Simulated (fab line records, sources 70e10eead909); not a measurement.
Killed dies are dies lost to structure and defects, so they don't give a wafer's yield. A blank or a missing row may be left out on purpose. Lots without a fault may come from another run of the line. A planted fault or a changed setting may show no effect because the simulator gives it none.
Which tool did it? | flow nand_harc | 12 lots, 36 wafers sampled, at 6 steps of a route of 1302

WHAT THE GAUGES READ, wafer by wafer
NHARC_A_SOURCE_PLATE_THK_MEAS_06: measures by ellipsometry.
lot  | measured     | on            | thk_nm (nm)
L400 | day 7 19:10  | film_metro-02 | 200.6 199.7 199.0
L402 | day 8 17:11  | film_metro-02 | 200.7 199.2 201.5
L403 | day 8 17:11  | film_metro-01 | 198.7 196.0 199.2
L404 | day 9 03:49  | film_metro-02 | 200.5 202.7 202.1
L405 | day 9 19:31  | film_metro-02 | 201.7 201.2 200.6
L407 | day 10 10:44 | film_metro-02 | 197.8 199.6 197.7
L409 | day 11 06:07 | film_metro-02 | 199.5 200.1 198.3
L410 | day 12 05:32 | film_metro-01 | 200.7 200.0 201.5
L417 | day 14 12:47 | film_metro-02 | 203.6 202.6 201.4
L418 | day 15 05:32 | film_metro-01 | 200.5 199.2 200.2
L422 | day 16 15:59 | film_metro-01 | 200.9 199.6 201.1
L423 | day 17 04:29 | film_metro-01 | 200.7 199.1 200.7

NHARC_A_ONON_D1_THK_MEAS_27: measures by ellipsometry.
lot  | measured     | on            | thk_nm (nm)
L400 | day 8 07:50  | film_metro-02 | 983 982 982
L402 | day 9 05:34  | film_metro-01 | 1009 1012 1009
L403 | day 9 05:35  | film_metro-02 | 1003 1003 1004
L404 | day 9 16:13  | film_metro-02 | 996 996 995
L405 | day 10 07:58 | film_metro-02 | 995 994 994
L407 | day 10 23:13 | film_metro-01 | 1005 1003 1006
L409 | day 11 18:32 | film_metro-01 | 984 984 985
L410 | day 12 18:52 | film_metro-01 | 982 983 982
L417 | day 15 01:17 | film_metro-01 | 1203 1202 1202
L418 | day 15 20:08 | film_metro-01 | 1199 1199 1197
L422 | day 17 07:00 | film_metro-01 | 998 997 998
L423 | day 17 16:59 | film_metro-01 | 992 993 989

NHARC_END_SORT_01.
lot  | measured     | on        | killed_at_array | killed_at_other | killed_at_periphery | killed_dies | killed_open | killed_short
L417 | day 30 10:23 | prober-01 | 676 675 675     | 0 0 0           | 1 2 2               | 677 677 677 | 2 3 2       | 2 0 6
L418 | day 31 13:04 | prober-01 | 672 672 666     | 0 0 0           | 5 5 11              | 677 677 677 | 1 4 2       | 1 0 1

WHICH TOOL RAN EACH LOT (tool, then ch and the chambers of the sampled wafers, then the start)
lot  | NHARC_P_BONDPAD_CMP_19        | NHARC_P_BONDPAD_ACTIVATE_29        | NHARC_A_ONON_D1_DEP_25
L400 | cmp-04 ch 0,2,3, day 6 17:37  | rie_diel-13 ch 2,3, day 6 18:10    | pecvd_onon-01 ch 0, day 8 07:23
L402 | cmp-02 ch 0,2,3, day 7 18:13  | rie_diel-08 ch 0,2, day 7 18:46    | pecvd_onon-04 ch 0, day 9 05:04
L403 | cmp-02 ch 0,1,2, day 7 20:44  | rie_diel-08 ch 2,3, day 7 21:19    | pecvd_onon-03 ch 0, day 9 05:04
L404 | cmp-02 ch 0,1, day 8 03:50    | rie_diel-08 ch 2,3, day 8 04:28    | pecvd_onon-03 ch 0, day 9 15:53
L405 | cmp-04 ch 0,2, day 8 20:24    | rie_diel-03 ch 0,1, day 8 21:00    | pecvd_onon-01 ch 0, day 10 07:27
L407 | cmp-02 ch 0,3, day 9 12:12    | rie_diel-13 ch 1,2, day 9 12:48    | pecvd_onon-04 ch 0, day 10 22:46
L409 | cmp-03 ch 1,2,3, day 10 07:00 | rie_diel-13 ch 0,2,3, day 10 07:33 | pecvd_onon-03 ch 0, day 11 18:05
L410 | cmp-02 ch 0,1,3, day 11 03:51 | rie_diel-03 ch 2,3, day 11 04:22   | pecvd_onon-01 ch 0, day 12 18:31
L417 | cmp-02 ch 0,1,2, day 13 15:28 | rie_diel-08 ch 0,1,3, day 13 16:01 | pecvd_onon-04 ch 0, day 15 00:46
L418 | cmp-02 ch 1,2, day 14 06:22   | rie_diel-03 ch 0,1,2, day 14 06:57 | pecvd_onon-04 ch 0, day 15 19:38
L422 | cmp-02 ch 0,2, day 15 16:32   | rie_diel-03 ch 1,2,3, day 15 17:05 | pecvd_onon-03 ch 0, day 17 06:29
L423 | cmp-03 ch 0,1,2, day 16 04:10 | rie_diel-13 ch 0,1,2, day 16 04:47 | pecvd_onon-03 ch 0, day 17 16:29
- NHARC_P_BONDPAD_CMP_19: polishes, t overpolish 30 s, cu recess touch 16 s, target thk 160.81 nm.
- NHARC_P_BONDPAD_ACTIVATE_29: chemistry N2, time 60 s.
- NHARC_A_ONON_D1_DEP_25: target thk 1000 nm.

WHAT THE TOOLS THEMSELVES READ (means of the sampled wafers that have a number; where no wafer has one, the mark that the record gives instead)
NHARC_P_BONDPAD_CMP_19.
lot  | tool   | motor_current_A (A) | overpolish_run_s (s) | slurry_filter_dp_kPa (kPa)
L400 | cmp-04 | 11.7                | 30.007               | 13.63
L402 | cmp-02 | 12.7                | 29.998               | 13.44
L403 | cmp-02 | 12.0                | 29.996               | 13.66
L404 | cmp-02 | 11.6                | 30.007               | 13.48
L405 | cmp-04 | 11.2                | 30.007               | 13.50
L407 | cmp-02 | 12.7                | 29.994               | 13.49
L409 | cmp-03 | 11.9                | 29.999               | 13.58
L410 | cmp-02 | 12.2                | 30.004               | 13.42
L417 | cmp-02 | 12.0                | 30.007               | 13.51
L418 | cmp-02 | 12.1                | 29.999               | 13.41
L422 | cmp-02 | 12.5                | 29.997               | 13.61
L423 | cmp-03 | 12.4                | 30.001               | 13.56

NHARC_P_BONDPAD_ACTIVATE_29.
lot  | tool        | drypump_motor_current_A (A) | oes_product_au (a.u.) | rf_vpp_V (V) | showerhead_plenum_p_Torr (Torr)
L400 | rie_diel-13 | 6.2                         | 1.004                 | 62.9         | 1.70
L402 | rie_diel-08 | 5.9                         | 0.998                 | 63.8         | 1.77
L403 | rie_diel-08 | 5.9                         | 1.004                 | 64.7         | 1.75
L404 | rie_diel-08 | 6.0                         | 1.010                 | 63.8         | 1.78
L405 | rie_diel-03 | 5.4                         | 1.001                 | 64.5         | 1.85
L407 | rie_diel-13 | 5.4                         | 1.007                 | 63.8         | 1.69
L409 | rie_diel-13 | 6.0                         | 1.007                 | 64.2         | 1.76
L410 | rie_diel-03 | 4.8                         | 1.002                 | 63.8         | 1.87
L417 | rie_diel-08 | 5.8                         | 1.003                 | 64.9         | 1.78
L418 | rie_diel-03 | 5.4                         | 0.991                 | 64.3         | 1.84
L422 | rie_diel-03 | 5.3                         | 0.994                 | 64.0         | 1.83
L423 | rie_diel-13 | 5.6                         | 1.006                 | 64.6         | 1.75

THE ANSWER, worked out from the rows above alone
Rule: what is usual is taken from the lots themselves. Put in order of their means at a reading, lots are off if they are a third of the lots or fewer, leave a main group of 4 or more, and stand apart from it by a gap of 3 or more times the standard deviation of the main group's means; of several such gaps the widest counts. A main group whose means are all the same, to the digits that the tables above print for the reading, isn't used. A lot without any number at a reading at which 4 lots or more have one is off too. The other lots that the step has rows for count as sound. The gauges are gone through in route order, then the tools' own readings, and for those a lot's mean is taken as printed above. The first step at which some lot is off is used, and at that step the reading that is off furthest; a lot without a number counts as furthest.
Off: L417, L418, at NHARC_A_ONON_D1_THK_MEAS_27 (thk_nm). The main group: mean 995 nm, standard deviation 9.2.
A tool fits if, at a process step before that reading, it ran every lot that is off, and no sound lot after the first of them. The gauges at NHARC_A_ONON_D1_THK_MEAS_27 are tried like those tools. One fits: pecvd_onon-04 at NHARC_A_ONON_D1_DEP_25. Its last sound lot is L407 (day 10 22:46), its first lot that is off L417 (day 15 00:46): a fault that began between those two fits.

WHAT THE SIMULATOR HAD PUT IN
Process parameter drift: pecvd_onon-04, from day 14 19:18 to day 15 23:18, at NHARC_A_ONON_D1_DEP_25. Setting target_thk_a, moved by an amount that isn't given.
Lots struck among those shown: L417, L418. The rule above found the same.
